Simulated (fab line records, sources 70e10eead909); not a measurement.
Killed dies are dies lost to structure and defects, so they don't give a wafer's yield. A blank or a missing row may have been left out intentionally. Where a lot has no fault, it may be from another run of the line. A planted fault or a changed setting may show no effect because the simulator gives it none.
Struck lot and sound lot, side by side / flow nandHarc / 29 out of 1302 route steps
Sound: these wafers, L947.1, L947.2, L947.3. Struck: wafers L946.4, L946.5, L946.6. The cause comes at the end.
For every step that has rows: the tool of each side, followed by ch and its chambers, followed by its first start. Under that, the readings that differ: sound wafers / struck wafers / difference of the means / sigmas: that difference in standard deviations of wafers without a fault.
alike: same words and numbers on both sides, and readings whose means sit less than 2 such deviations apart. not compared: any withheld reading, any reading some wafer has no value for, any bound like >300 that may hide the same value, and any number with overlapping values for which the record gives no deviation.
Wherever a step has rows on one side only, a row that says differs or no value, or a row with sigmas, the two part there. Numbers that have no deviation but don't overlap get no sigmas and don't part them. Lack of a reading on every wafer of one side parts them only where that side has two or more wafers.

first, 7 steps without rows for these wafers: NHARC_A_ZERO_WELL_COAT_18 (time 65 s); NHARC_A_ZERO_WELL_COAT_04 (resist thk 600 nm); NHARC_A_ZERO_WELL_SOFTBAKE_05 (time 70 s); NHARC_A_ZERO_WELL_EBR_06; NHARC_A_ZERO_WELL_EXPOSE_07 (exposes mask A ZERO); NHARC_A_ZERO_WELL_PEB_08 (peb time 80 s); NHARC_A_ZERO_WELL_DEVELOP_09 (time 50 s).
NHARC_A_ZERO_WELL_CD_MEAS_10: the cd target is 2000 nm.
  sound on cdSem-03 ch 0, day 12 04:19; struck on cdSem-02 ch 0, day 11 18:11
  alike: cdNm
then, 1 step without rows for these wafers: NHARC_A_ZERO_WELL_HARDBAKE_11 (time 65 s).
NHARC_A_ZERO_WELL_DESCUM_12: chemistry O2, time 3 s.
  sound on rieDiel-06 ch 0,2,3, day 12 04:28; struck on rieDiel-06 ch 0,1,3, day 11 18:22
  alike: drypumpMotorCurrentA, oesProductAu, rfVppV, showerheadPlenumPTorr, throttleValvePct
  not compared: rfHoursCounterH
NHARC_A_ZERO_WELL_ETCH_19: etches the open film in N2/H2, target depth 80 nm, overetch 24 nm, time 87.88 s.
  sound on rieDiel-06 ch 0,2,3, day 12 04:33; struck on rieDiel-06 ch 0,1, day 11 18:25
  alike: drypumpMotorCurrentA, oesProductAu, rfVppV, showerheadPlenumPTorr, throttleValvePct
  not compared: rfHoursCounterH
NHARC_A_ZERO_WELL_ETCH_13: etches the open film in HBr/Cl2, target depth 120 nm, time 40.1 s.
  sound on rieSi-02 ch 0,1,2, day 12 04:40; struck on rieSi-05 ch 2,3, day 11 18:33
  alike: drypumpMotorCurrentA, oesProductAu, throttleValvePct
  not compared: rfHoursCounterH
NHARC_A_ZERO_WELL_STRIP_14: strips in SPM, time 900 s.
  sound on wetBench-06 ch 5,6,7, day 12 04:49; struck on wetBench-04 ch 1,2,6, day 11 18:42
then, 3 steps without rows for these wafers: NHARC_A_ZERO_WELL_IMPLANT_15; NHARC_A_ZERO_WELL_PRECLEAN_22 (cleans in SC1, time 60 s); NHARC_A_ZERO_WELL_SRD_23.
NHARC_A_ZERO_WELL_RTA_16: time 10 s.
  sound on rtpAnneal-02 ch 0, day 12 05:34; struck on rtpAnneal-02 ch 0, day 11 19:32
  alike: lampPowerPct, wafer_temp_C_max
NHARC_A_ZERO_WELL_INSPECT_17:
  struck on defectInspect-01, day 11 19:38; sound on defectInspect-01, day 12 05:46
reading=rawDefectCount; sound=12 25 14; struck=283 291 291; difference=+271; sigmas=+51
then, 3 steps without rows for these wafers: NHARC_A_SOURCE_PLATE_PRECLEAN_00 (cleans in HF-LAST, time 60 s); NHARC_A_SOURCE_PLATE_SRD_01; NHARC_A_SOURCE_PLATE_OXIDE_02 (material SiO2, target thk 10 nm, ox time 1362 s).
NHARC_A_SOURCE_PLATE_THK_MEAS_09: measures by ellipsometry.
  struck on filmMetro-02, day 12 01:37; sound on filmMetro-01, day 12 13:07
  alike: thkNm
then, 3 steps without rows for these wafers: NHARC_A_SOURCE_PLATE_PVD_04 (deposits WSi2, target thk 50 nm); NHARC_A_SOURCE_PLATE_CVD_03 (deposits poly-Si, target thk 200 nm, time 4000 s); NHARC_A_SOURCE_PLATE_ANNEAL_05 (time 1800 s).
NHARC_A_SOURCE_PLATE_THK_MEAS_06: measures by ellipsometry.
  struck on filmMetro-01, day 12 14:26; sound on filmMetro-02, day 13 02:11
  alike: thkNm
NHARC_A_SOURCE_PLATE_INSPECT_08:
  struck on defectInspect-01, day 12 14:30; sound on defectInspect-02, day 13 02:16
reading=rawDefectCount; sound=117 113 70; struck=362 331 313; difference=+235; sigmas=+11
after that, 1 step with no rows for these wafers: NHARC_A_ONON_D1_DEP_00 (target thk 1000 nm).
-- break in the record here, with 17 days between the starts of the struck wafers on either side (left off in module A_ONON_D1, picked up again in module END, where the first step shown is number 1302 on the route) --
NHARC_END_SORT_01:
  the record has rows for the struck wafers here (prober-01 ch 0, day 29 05:40) and none for the sound ones

== WHERE THEY PART ==
Last at NHARC_END_SORT_01 as far as this record goes, first at NHARC_A_ZERO_WELL_INSPECT_17.

WHY: the cause the simulator had injected
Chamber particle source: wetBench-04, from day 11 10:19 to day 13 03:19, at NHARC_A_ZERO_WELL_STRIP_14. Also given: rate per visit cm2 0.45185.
